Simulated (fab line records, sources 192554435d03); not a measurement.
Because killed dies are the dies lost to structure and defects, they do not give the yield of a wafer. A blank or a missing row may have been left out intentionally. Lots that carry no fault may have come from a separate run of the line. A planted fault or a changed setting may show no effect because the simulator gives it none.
A struck lot beside a sound one ; flow n5 finfet ; 15 out of 1938 route steps
Sound: these wafers, L186.3, L186.4, L186.6. Wafers struck: L198.1, L198.2, L198.6. The cause comes at the end.
Per side, at each step with rows, come the tool, then ch with its chambers, and then its first start. Under that, the readings that differ: sound wafers ; struck wafers ; difference of the means ; sigmas: that difference in standard deviations of wafers without a fault.
alike: words and numbers the same on both sides, and readings whose means are apart by under 2 such deviations; not compared: readings that were withheld, readings missing a value for some wafer, numbers with overlapping values and no deviation given by the record, and bounds like >300 which may hide the same value.
A row with sigmas, a row that says differs or no value, or rows on one side alone: a step with any of these is where the two part. Non-overlapping numbers with no deviation appear without sigmas and do not part them. A reading missing from all wafers of one side parts the sides only when that side holds two or more wafers.

N5_GATE_CUT_OVL_MEAS_14:
  sound on overlay-01 ch 0, day 6 13:21; struck on overlay-01 ch 0, day 9 16:33
  alike: GATE_CUT_OVL
N5_GATE_CUT_INSPECT_15: inspects for defects (brightfield).
  sound on defect inspect-02, day 6 13:24; struck on defect inspect-01, day 9 16:37
  alike: raw defect count
N5_GATE_CUT_DESCUM_18: chemistry O2, time 7 s.
  sound on rie diel-01 ch 1,2, day 6 13:26; struck on rie diel-01 ch 0,2,3, day 9 16:38
  alike: drypump motor current A, oes product au, rf vpp V, showerhead plenum p Torr, throttle valve pct
  not compared: rf hours counter h
N5_GATE_CUT_ETCH_28: etches underlayer in N2/H2, target depth 13 nm, time 10.4 s.
  sound on rie diel-01 ch 1,2, day 6 13:28; struck on rie diel-01 ch 0,2,3, day 9 16:41
  alike: drypump motor current A, etch rf on time s, oes product au, rf vpp V, showerhead plenum p Torr, throttle valve pct
  not compared: rf hours counter h
then, 1 step without rows for these wafers: N5_GATE_CUT_ETCH_36 (etches SiARC in CF4, target depth 13 nm, time 21.7 s).
N5_GATE_CUT_ETCH_37: etches SOC in N2/H2, target depth 60 nm, overetch 12 nm, time 90 s.
  sound on rie diel-01 ch 1,2, day 6 13:31; struck on rie diel-01 ch 0,2,3, day 9 16:43
  alike: drypump motor current A, oes product au, rf vpp V, showerhead plenum p Torr, throttle valve pct
  not compared: rf hours counter h
then, 3 steps without rows for these wafers: N5_GATE_CUT_STRIP_38 (strips in N2/H2); N5_GATE_CUT_STRIP_39 (strips in N2/H2); N5_GATE_CUT_HM_OPEN_40 (chemistry C4F6/O2, target SiO2, target depth 139 nm, time 85.1 s).
N5_GATE_CUT_STRIP_41: strips in CF4.
  sound on rie diel-01 ch 1,2, day 6 13:39; struck on rie diel-01 ch 0,2,3, day 9 16:52
  alike: drypump motor current A, oes product au, rf vpp V, showerhead plenum p Torr, throttle valve pct
  not compared: rf hours counter h
then, 2 steps without rows for these wafers: N5_GATE_CUT_STRIP_42 (strips in O2); N5_GATE_CUT_ETCH_19 (etches SiNx in CH3F/O2, target depth 53.7 nm, time 76.7 s).
N5_GATE_CUT_CUT_ETCH_53: etches W in SF6/Cl2, target depth 79.2 nm.
  sound on rie metal-01 ch 0,1, day 6 13:50; struck on rie metal-01 ch 0,1, day 9 17:02
reading;sound;struck;difference;sigmas
etch rf on time s (s);25.6 25.9 25.9;17.2 17.0 17.1;-8.7;-24
  alike: drypump motor current A, oes product au, throttle valve pct
  not compared: rf hours counter h
N5_GATE_CUT_CUT_ETCH_54: etches TiN in Cl2/BCl3, target depth 96.7 nm.
  sound on rie metal-01 ch 0,1, day 6 13:54; struck on rie metal-01 ch 0,1, day 9 17:05
  alike: drypump motor current A, etch rf on time s, oes_ar_750_au, oes product au, throttle valve pct
  not compared: rf hours counter h
-- a jump in the record: the struck wafers' starts before and after are 3 days apart (it breaks off in module GATE_CUT and resumes in module BEOL_M4, where the first step shown is number 1111 of the route) --
N5_BEOL_M4_RC_MEAS_101:
  sound on prober-01 ch 0, day 9 12:32; struck on prober-02 ch 0, day 12 18:56
  alike: DIBL_N, DIBL_P, IOFF_N, IOFF_P, ION_N, ION_P, SS_N, SS_P, VT_N, VT_P

## WHERE THEY PART
N5_GATE_CUT_CUT_ETCH_53 only, going by this record. Later steps at which nothing parts them and some readings are alike: N5_GATE_CUT_CUT_ETCH_54, N5_BEOL_M4_RC_MEAS_101.

WHY: what the simulator had put in
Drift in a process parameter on rie metal-01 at N5_GATE_CUT_CUT_ETCH_53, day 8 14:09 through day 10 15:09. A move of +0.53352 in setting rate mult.
